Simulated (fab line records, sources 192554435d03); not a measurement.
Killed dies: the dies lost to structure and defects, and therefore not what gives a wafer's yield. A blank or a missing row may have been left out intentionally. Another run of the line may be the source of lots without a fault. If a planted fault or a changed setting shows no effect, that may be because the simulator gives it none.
Which tool was responsible?	flow n5-finfet	36 wafers from 12 lots sampled at 5 of the route's 1938 steps

## WHAT THE GAUGES READ, wafer by wafer
N5_ILD0_THK_MEAS_08.
lot	measured	on	thk-nm (nm)
L075	day 4 01:10	film-metro-01	137.8 136.9 137.2
L077	day 4 08:54	film-metro-02	138.1 139.4 138.7
L079	day 4 20:11	film-metro-01	137.2 137.8 138.2
L081	day 5 16:22	film-metro-01	137.8 140.4 139.6
L083	day 5 22:32	film-metro-01	137.7 136.9 138.6
L085	day 6 09:57	film-metro-02	138.1 139.6 139.8
L087	day 6 19:46	film-metro-01	138.4 138.0 138.9
L089	day 7 07:52	film-metro-02	140.8 136.7 139.2
L091	day 7 18:09	film-metro-01	139.0 138.4 139.4
L093	day 8 06:42	film-metro-01	140.0 139.5 138.1
L095	day 8 19:56	film-metro-01	138.9 138.7 138.5
L097	day 9 06:54	film-metro-01	138.6 138.5 138.3

## EACH LOT AND THE TOOL THAT RAN IT (in order: tool; ch and the chambers of the sampled wafers; start)
lot	N5_SD_EPI_P_ETCH_37	N5_SD_EPI_P_ETCH_47	N5_SD_ACTIVATION_RTA_00	N5_ILD0_CMP_07
L075	rie-diel-02 ch 1,2, day 3 17:32	rie-diel-02 ch 1,2, day 3 17:58	rtp-anneal-02 ch 0, day 3 21:25	cmp-04 ch 0,1,3, day 4 00:57
L077	rie-diel-02 ch 0,1,2, day 4 01:30	rie-diel-02 ch 0,1,2, day 4 01:55	rtp-anneal-01 ch 0, day 4 05:11	cmp-04 ch 1,3, day 4 08:36
L079	rie-diel-06 ch 0,1,3, day 4 12:17	rie-diel-06 ch 0,1,3, day 4 12:42	rtp-anneal-02 ch 0, day 4 15:56	cmp-02 ch 1,2,3, day 4 19:54
L081	rie-diel-06 ch 1,2, day 5 00:52	rie-diel-06 ch 1,2, day 5 01:18	rtp-anneal-01 ch 0, day 5 04:38	cmp-03 ch 0,1,2, day 5 16:08
L083	rie-diel-05 ch 0,1,3, day 5 14:58	rie-diel-05 ch 0,1,3, day 5 15:23	rtp-anneal-02 ch 0, day 5 18:37	cmp-04 ch 0,1,3, day 5 22:16
L085	rie-diel-02 ch 0,2, day 6 02:32	rie-diel-02 ch 0,2, day 6 02:58	rtp-anneal-02 ch 0, day 6 06:12	cmp-02 ch 0,3, day 6 09:39
L087	rie-diel-02 ch 1,2,3, day 6 11:49	rie-diel-02 ch 1,2,3, day 6 12:14	rtp-anneal-02 ch 0, day 6 15:39	cmp-04 ch 1,2,3, day 6 19:31
L089	rie-diel-05 ch 1,2, day 7 00:06	rie-diel-05 ch 1,2, day 7 00:32	rtp-anneal-02 ch 0, day 7 03:56	cmp-03 ch 1,2, day 7 07:34
L091	rie-diel-06 ch 0,3, day 7 10:41	rie-diel-06 ch 0,3, day 7 11:07	rtp-anneal-02 ch 0, day 7 14:23	cmp-02 ch 1,2, day 7 17:52
L093	rie-diel-06 ch 0,1,3, day 7 23:11	rie-diel-06 ch 0,1,3, day 7 23:36	rtp-anneal-01 ch 0, day 8 02:56	cmp-03 ch 0,2,3, day 8 06:27
L095	rie-diel-06 ch 0,2,3, day 8 11:11	rie-diel-06 ch 0,2,3, day 8 11:37	rtp-anneal-01 ch 0, day 8 16:08	cmp-02 ch 1,2,3, day 8 19:39
L097	rie-diel-06 ch 0,3, day 8 23:29	rie-diel-06 ch 0,3, day 8 23:55	rtp-anneal-01 ch 0, day 9 03:10	cmp-03 ch 1,3, day 9 06:38
- N5_SD_EPI_P_ETCH_37: etches SOC in N2/H2, overetch 108 nm, time 486 s.
- N5_SD_EPI_P_ETCH_47: etches SiOCN in CH3F/O2, target depth 25 nm.
- N5_SD_ACTIVATION_RTA_00: time 0 s.
- N5_ILD0_CMP_07: polishes SiO2 flowable, stops on poly-Si, t overpolish 1.18 s, target thk 138.88 nm.

## THE ANSWER, worked out from the rows above alone
Rule: the usual values come from the lots themselves. Put in order of their means at a reading, lots are off if they are a third of the lots or fewer, leave a main group of 4 or more, and stand apart from it by a gap of 3 or more times the standard deviation of the main group's means; of several such gaps the widest counts. If all means in a main group match to the digits the tables above print for the reading, that group is not used. A lot without any number at a reading at which 4 lots or more have one is off too. All remaining lots with rows at the step are treated as sound.
Nothing can be told from this: no lot is off at any reading shown.

## WHAT THE SIMULATOR HAD INSERTED
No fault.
